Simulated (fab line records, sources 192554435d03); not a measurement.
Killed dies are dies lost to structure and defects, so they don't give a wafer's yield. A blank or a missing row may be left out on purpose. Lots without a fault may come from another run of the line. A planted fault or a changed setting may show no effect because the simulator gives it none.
Chamber matching | flow n5_finfet | N5_BEOL_M4_ALD_84 on ald_metal-03: 4 sister chambers
The step deposits TaN, pulse time 2 s, purge time 3 s, co reactant purge time 2 s. 8 wafers are shown with their chamber, then 7 later ones without.

WAFERS WITH THEIR CHAMBER
wafer  | chamber | heater_power_w (W)
L075.2 | 3       | 385
L077.3 | 0       | 452
L083.4 | 1       | 387
L083.5 | 0       | 442
L087.1 | 3       | 376
L087.5 | 2       | 422
L089.1 | 2       | 430
L089.2 | 1       | 391

WAFERS WITHOUT THEIR CHAMBER
wafer  | heater_power_w (W)
L089.6 | 376
L092.2 | 378
L092.3 | 453
L092.6 | 456
L095.3 | 392
L095.5 | 432
L095.6 | 367

WHICH CHAMBER EACH WENT THROUGH
wafer  | from the rows above     | in truth
L089.6 | can't be placed: 3 or 1 | 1
L092.2 | can't be placed: 3 or 1 | 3
L092.3 | 0                       | 0
L092.6 | 0                       | 0
L095.3 | can't be placed: 1 or 3 | 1
L095.5 | can't be placed: 2 or 0 | 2
L095.6 | can't be placed: 3 or 1 | 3
Placed correctly: 2 of 7. Can't be placed from these rows: 5 (the true chamber is among the candidates in 5). Placed wrongly: 0.
How it was worked out, from the rows above alone: a wafer's distance from a chamber is the root of the sum, over the readings, of the square of ((its reading less the chamber's mean) divided by the reading's scatter). The wafer belongs to the nearest chamber; if the next one is less than 2 further off, it can't be placed. A chamber's mean is the mean of its shown wafers. The scatter: the root of (the sum of the squares of (reading less its chamber's mean) over the shown wafers, divided by (wafers less chambers)).
